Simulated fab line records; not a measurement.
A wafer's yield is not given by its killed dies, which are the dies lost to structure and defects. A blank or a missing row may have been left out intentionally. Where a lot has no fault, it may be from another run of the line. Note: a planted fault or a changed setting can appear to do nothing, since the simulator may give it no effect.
Comparing a struck lot with a sound one    flow nand_harc    15 steps out of a route of 1302
Sound: the wafers L748.3, L748.5, L748.6. Wafers L763.1, L763.4, L763.5 were the ones struck. The cause is given at the end.
Each step with rows lists, per side, the tool, then ch with its chambers, then its first start. Under that, the readings that differ: sound wafers    struck wafers    difference of the means    sigmas: that difference in standard deviations of wafers without a fault.
alike: words and numbers the same on both sides, and readings whose means are apart by under 2 such deviations; not compared: readings that were withheld, readings missing a value for some wafer, numbers with overlapping values and no deviation given by the record, and bounds like >300 which may hide the same value.
Wherever a step has rows on one side only, a row that says differs or no value, or a row with sigmas, the two part there. When numbers do not overlap yet have no deviation, they are printed without sigmas and do not part them. A reading missing from all wafers of one side parts the sides only when that side holds two or more wafers.

NHARC_A_ZERO_WELL_DESCUM_12: chemistry O2, time 3 s.
  sound on rie_diel-05 ch 0,1,2, day 7 17:02; struck on rie_diel-04 ch 0,3, day 13 18:09
  alike: drypump_motor_current_A, oes_product_au, rf_vpp_V, showerhead_plenum_p_Torr, throttle_valve_pct
  not compared: rf_hours_counter_h
NHARC_A_ZERO_WELL_ETCH_19: etches the open film in N2/H2, target depth 80 nm, overetch 24 nm, time 87.88 s.
  sound on rie_diel-05 ch 2,3, day 7 17:07; struck on rie_diel-04 ch 0,1,3, day 13 18:16
reading                sound              struck             difference  sigmas
oes_product_au (a.u.)  0.984 0.987 0.979  1.002 0.988 1.008  +0.016      +2
  alike: drypump_motor_current_A, rf_vpp_V, showerhead_plenum_p_Torr, throttle_valve_pct
  not compared: rf_hours_counter_h
NHARC_A_ZERO_WELL_ETCH_13: etches the open film in HBr/Cl2, target depth 120 nm, time 40.1 s.
  sound on rie_si-05 ch 1,2, day 7 17:13; struck on rie_si-03 ch 0,3, day 13 18:23
  alike: drypump_motor_current_A, hbr_flow_sccm, oes_product_au, throttle_valve_pct
  not compared: rf_hours_counter_h
then, 4 steps without rows for these wafers: NHARC_A_ZERO_WELL_STRIP_14 (strips in SPM, time 900 s); NHARC_A_ZERO_WELL_IMPLANT_15; NHARC_A_ZERO_WELL_PRECLEAN_22 (cleans in SC1, time 60 s); NHARC_A_ZERO_WELL_SRD_23.
NHARC_A_ZERO_WELL_RTA_16: time 10 s.
  sound on rtp_anneal-01 ch 0, day 7 18:11; struck on rtp_anneal-01 ch 0, day 13 19:17
  alike: lamp_power_pct, wafer_temp_C_max
NHARC_A_ZERO_WELL_INSPECT_17:
  struck on defect_inspect-02, day 13 19:29; sound on defect_inspect-01, day 7 18:19
  alike: raw_defect_count
then, 2 steps without rows for these wafers: NHARC_A_SOURCE_PLATE_PRECLEAN_00 (cleans in HF-LAST, time 60 s); NHARC_A_SOURCE_PLATE_SRD_01.
NHARC_A_SOURCE_PLATE_OXIDE_02: material SiO2, target thk 10 nm, ox time 1362 s.
  sound on furnace-06 ch 0, day 7 21:05; struck on furnace-01 ch 0, day 14 02:54
reading                    sound           struck          difference  sigmas
zone_power_bottom_pct (%)  28.1 28.0 28.0  23.8 23.6 23.5  -4.4        -3
  alike: ox_time_s, zone_power_top_pct
NHARC_A_SOURCE_PLATE_THK_MEAS_09: measures by ellipsometry.
  struck on film_metro-01, day 14 07:19; sound on film_metro-01, day 8 01:07
reading      sound         struck          difference  sigmas
thk_nm (nm)  8.7 10.3 9.1  15.4 16.1 15.0  +6.1        +6
then, 1 step without rows for these wafers: NHARC_A_SOURCE_PLATE_PVD_04 (deposits WSi2, target thk 50 nm).
-- record jumps: 16 days between struck wafers' starts before vs after; left off in module A_SOURCE_PLATE, resumes in module END, first step shown is number 1302 of the route --
NHARC_END_SORT_01:
  only the struck wafers appear in the record here, on prober-02 ch 0 at day 30 14:08; the sound ones have no rows

## WHERE THEY PART
Earliest at NHARC_A_ZERO_WELL_ETCH_19; latest, in this record, at NHARC_END_SORT_01.

WHY: the cause the simulator had injected
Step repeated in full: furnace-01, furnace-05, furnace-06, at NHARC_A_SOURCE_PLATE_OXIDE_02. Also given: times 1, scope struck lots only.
